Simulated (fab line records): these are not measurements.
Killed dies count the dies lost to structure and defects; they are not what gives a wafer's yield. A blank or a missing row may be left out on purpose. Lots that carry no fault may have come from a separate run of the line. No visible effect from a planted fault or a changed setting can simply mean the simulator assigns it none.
Comparing a struck lot with a sound one :: flow n5_finfet :: 33 out of 1938 route steps
Sound: the wafers L776.2, L776.4, L776.6. Struck: wafers L789.1, L789.2, L789.4. At the end, the cause is stated.
Order at every step that has rows: each side's tool, ch and its chambers, its first start. Under that, the readings that differ: sound wafers :: struck wafers :: difference of the means :: sigmas: that difference in standard deviations of wafers without a fault.
alike: same words and numbers on both sides, and readings whose means sit less than 2 such deviations apart. not compared: any withheld reading, any reading some wafer has no value for, any bound like >300 that may hide the same value, and any number with overlapping values for which the record gives no deviation.
Wherever a step has rows on one side only, a row that says differs or no value, or a row with sigmas, the two part there. When numbers do not overlap yet have no deviation, they are printed without sigmas and do not part them. A reading that every wafer of one side lacks parts them only if that side has two wafers or more.

first, 10 steps without rows for these wafers: N5_BEOL_M2_ETCH_41 (etches SiCN in CH3F/O2, target depth 29.9 nm, time 52.5 s); N5_BEOL_M2_STRIP_97 (strips in N2/H2, time 10 s); N5_BEOL_M2_HM_STRIP_39 (strips TiN in peroxide tin strip, target depth 25 nm, time 158 s); N5_BEOL_M2_SRD_40 (time 30 s); N5_BEOL_M2_PRECLEAN_42 (cleans in residue remover, time 60 s); N5_BEOL_M2_SRD_43 (time 30 s); N5_BEOL_M2_DEGAS_44 (time 60 s); N5_BEOL_M2_PRE_CLEAN_45 (time 30 s); N5_BEOL_M2_ALD_84 (deposits TaN, pulse time 2 s, purge time 3 s, co reactant purge time 2 s); N5_BEOL_M2_SURFACE_TREAT_85.
N5_BEOL_M2_CVD_47: deposits Co from CCTBA/H2, target thk 3 nm, time 223.8 s.
  sound on cvd_co-01 ch 0,1,2, day 8 11:56; struck on cvd_co-02 ch 0,2, day 11 18:59
  no value came back on the struck wafers for chamber_pressure_Torr (Torr), run_length_s (s); on the sound wafers chamber_pressure_Torr (Torr) reads 30.00 29.91 30.04
then, 19 steps without rows for these wafers: N5_BEOL_M2_SPUTTER_48 (material Cu, target thk 4.5 nm, time 8.29 s); N5_BEOL_M2_ANNEAL_49 (time 240 s); N5_BEOL_M2_SPUTTER_79 (material Cu, target thk 4.5 nm, time 8.29 s); N5_BEOL_M2_ANNEAL_80 (time 240 s); N5_BEOL_M2_SPUTTER_81 (material Cu, target thk 4.5 nm, time 8.29 s); N5_BEOL_M2_ANNEAL_82 (time 240 s); N5_BEOL_M2_SPUTTER_86 (material Cu, target thk 4.5 nm, time 8.29 s); N5_BEOL_M2_ANNEAL_87 (time 240 s); N5_BEOL_M2_SPUTTER_88 (material Cu, target thk 4.5 nm, time 8.29 s); N5_BEOL_M2_ANNEAL_89 (time 240 s); N5_BEOL_M2_SPUTTER_90 (material Cu, target thk 4.5 nm, time 8.29 s); N5_BEOL_M2_ANNEAL_91 (time 240 s); N5_BEOL_M2_SPUTTER_92 (material Cu, target thk 4.5 nm, time 8.29 s); N5_BEOL_M2_ANNEAL_93 (time 240 s); N5_BEOL_M2_SPUTTER_94 (material Cu, target thk 4.5 nm, time 8.29 s); N5_BEOL_M2_ANNEAL_95 (time 240 s); N5_BEOL_M2_SPUTTER_96 (material Cu, target thk 4.5 nm, time 8.29 s); N5_BEOL_M2_ECD_50 (material Cu, target thk 300 nm); N5_BEOL_M2_ANNEAL_51 (time 90 s).
N5_BEOL_M2_CMP_52: polishes, stops on SiOC, t overpolish 6.8 s, target thk 40 nm.
  sound on cmp-02 ch 0,3, day 8 15:34; struck on cmp-03 ch 0,1,3, day 11 21:34
reading: barrier_field_endpoint_s (s)
sound: 24.9 24.5 25.5
struck: 21.2 20.7 20.6
difference: -4.1
sigmas: -6
  alike: motor_current_A, platen_rpm
  not compared: model.Cu_of_BEOL_M2_ECD_50.thk_nm
N5_BEOL_M4_RC_MEAS_101:
  the record has rows for the sound wafers here (prober-01 ch 0, day 9 22:13) and none for the struck ones
-- here the record skips 6 days between the struck wafers' starts before and after, leaving off in module BEOL_M4 and picking up in module PASSIVATION (first step shown: number 1936 of the route) --
N5_PASSIVATION_PROBE_49:
  the record has rows for the struck wafers here (prober-02, day 17 10:02) and none for the sound ones

## WHERE THEY PART
At N5_BEOL_M2_CVD_47 first; at N5_PASSIVATION_PROBE_49 last (within this record only).

WHY: the cause the simulator had injected
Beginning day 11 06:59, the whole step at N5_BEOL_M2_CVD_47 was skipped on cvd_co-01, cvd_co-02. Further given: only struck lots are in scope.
